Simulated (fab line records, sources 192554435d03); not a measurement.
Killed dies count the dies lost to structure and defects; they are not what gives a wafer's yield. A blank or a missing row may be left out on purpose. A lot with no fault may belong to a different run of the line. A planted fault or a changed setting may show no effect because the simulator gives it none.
Chamber matching / flow n5_finfet / N5_BEOL_M1_STRIP_36 on rie_diel-03 has 4 sister chambers
The step strips in N2/H2. 14 wafers are shown with their chamber, then 7 later ones without.

== WAFERS, EACH WITH ITS CHAMBER ==
wafer=L077.1; chamber=2; drypump_motor_current_A (A)=5.7; showerhead_plenum_p_Torr (Torr)=2.61; throttle_valve_pct (%)=23.46
wafer=L077.5; chamber=3; drypump_motor_current_A (A)=5.2; showerhead_plenum_p_Torr (Torr)=2.59; throttle_valve_pct (%)=23.55
wafer=L077.6; chamber=2; drypump_motor_current_A (A)=5.6; showerhead_plenum_p_Torr (Torr)=2.61; throttle_valve_pct (%)=23.46
wafer=L079.1; chamber=3; drypump_motor_current_A (A)=5.2; showerhead_plenum_p_Torr (Torr)=2.59; throttle_valve_pct (%)=23.57
wafer=L079.2; chamber=2; drypump_motor_current_A (A)=5.6; showerhead_plenum_p_Torr (Torr)=2.61; throttle_valve_pct (%)=23.45
wafer=L079.3; chamber=0; drypump_motor_current_A (A)=5.1; showerhead_plenum_p_Torr (Torr)=2.62; throttle_valve_pct (%)=23.39
wafer=L080.1; chamber=0; drypump_motor_current_A (A)=5.1; showerhead_plenum_p_Torr (Torr)=2.61; throttle_valve_pct (%)=23.40
wafer=L080.2; chamber=3; drypump_motor_current_A (A)=5.2; showerhead_plenum_p_Torr (Torr)=2.59; throttle_valve_pct (%)=23.57
wafer=L080.4; chamber=2; drypump_motor_current_A (A)=5.7; showerhead_plenum_p_Torr (Torr)=2.61; throttle_valve_pct (%)=23.48
wafer=L086.2; chamber=0; drypump_motor_current_A (A)=5.1; showerhead_plenum_p_Torr (Torr)=2.61; throttle_valve_pct (%)=23.43
wafer=L086.3; chamber=3; drypump_motor_current_A (A)=5.2; showerhead_plenum_p_Torr (Torr)=2.58; throttle_valve_pct (%)=23.58
wafer=L086.5; chamber=0; drypump_motor_current_A (A)=5.1; showerhead_plenum_p_Torr (Torr)=2.61; throttle_valve_pct (%)=23.40
wafer=L088.1; chamber=3; drypump_motor_current_A (A)=5.2; showerhead_plenum_p_Torr (Torr)=2.58; throttle_valve_pct (%)=23.58
wafer=L088.3; chamber=1; drypump_motor_current_A (A)=6.4; showerhead_plenum_p_Torr (Torr)=2.48; throttle_valve_pct (%)=23.07

SIGNATURES (means of the wafers above)
reading=drypump_motor_current_A; chamber 0=5.100; chamber 1=6.400; chamber 2=5.650; chamber 3=5.200; scatter within a chamber=0.0316
reading=showerhead_plenum_p_Torr; chamber 0=2.6125; chamber 1=2.4800; chamber 2=2.6100; chamber 3=2.5860; scatter within a chamber=0.00442
reading=throttle_valve_pct; chamber 0=23.4050; chamber 1=23.0700; chamber 2=23.4625; chamber 3=23.5700; scatter within a chamber=0.0141
Rule: for a wafer and a chamber, the distance is found by dividing, reading by reading, the gap between the wafer's reading and the chamber's mean by the reading's scatter, squaring, summing and taking the root. If the next closest chamber is less than 2 further off than the closest, the wafer can't be placed; otherwise it belongs to the closest. The scatter is the square root of a quotient: the sum, over the shown wafers, of each reading's squared deviation from its chamber's mean, divided by wafers minus chambers.

== WAFERS WITHOUT THEIR CHAMBER ==
wafer=L088.6; drypump_motor_current_A (A)=6.3; showerhead_plenum_p_Torr (Torr)=2.48; throttle_valve_pct (%)=23.09
wafer=L091.2; drypump_motor_current_A (A)=5.1; showerhead_plenum_p_Torr (Torr)=2.60; throttle_valve_pct (%)=23.42
wafer=L091.4; drypump_motor_current_A (A)=6.3; showerhead_plenum_p_Torr (Torr)=2.48; throttle_valve_pct (%)=23.10
wafer=L091.6; drypump_motor_current_A (A)=5.2; showerhead_plenum_p_Torr (Torr)=2.58; throttle_valve_pct (%)=23.58
wafer=L094.1; drypump_motor_current_A (A)=5.1; showerhead_plenum_p_Torr (Torr)=2.60; throttle_valve_pct (%)=23.43
wafer=L094.2; drypump_motor_current_A (A)=5.1; showerhead_plenum_p_Torr (Torr)=2.57; throttle_valve_pct (%)=23.58
wafer=L094.6; drypump_motor_current_A (A)=5.7; showerhead_plenum_p_Torr (Torr)=2.60; throttle_valve_pct (%)=23.22

== WHICH CHAMBER EACH ONE RAN IN ==
wafer=L088.6; from the rows above=1; in truth=1
wafer=L091.2; from the rows above=0; in truth=0
wafer=L091.4; from the rows above=1; in truth=1
wafer=L091.6; from the rows above=3; in truth=3
wafer=L094.1; from the rows above=0; in truth=0
wafer=L094.2; from the rows above=3; in truth=3
wafer=L094.6; from the rows above=2; in truth=2
Placed correctly: 7 of 7. Can't be placed from these rows: 0. Wrongly placed: 0.
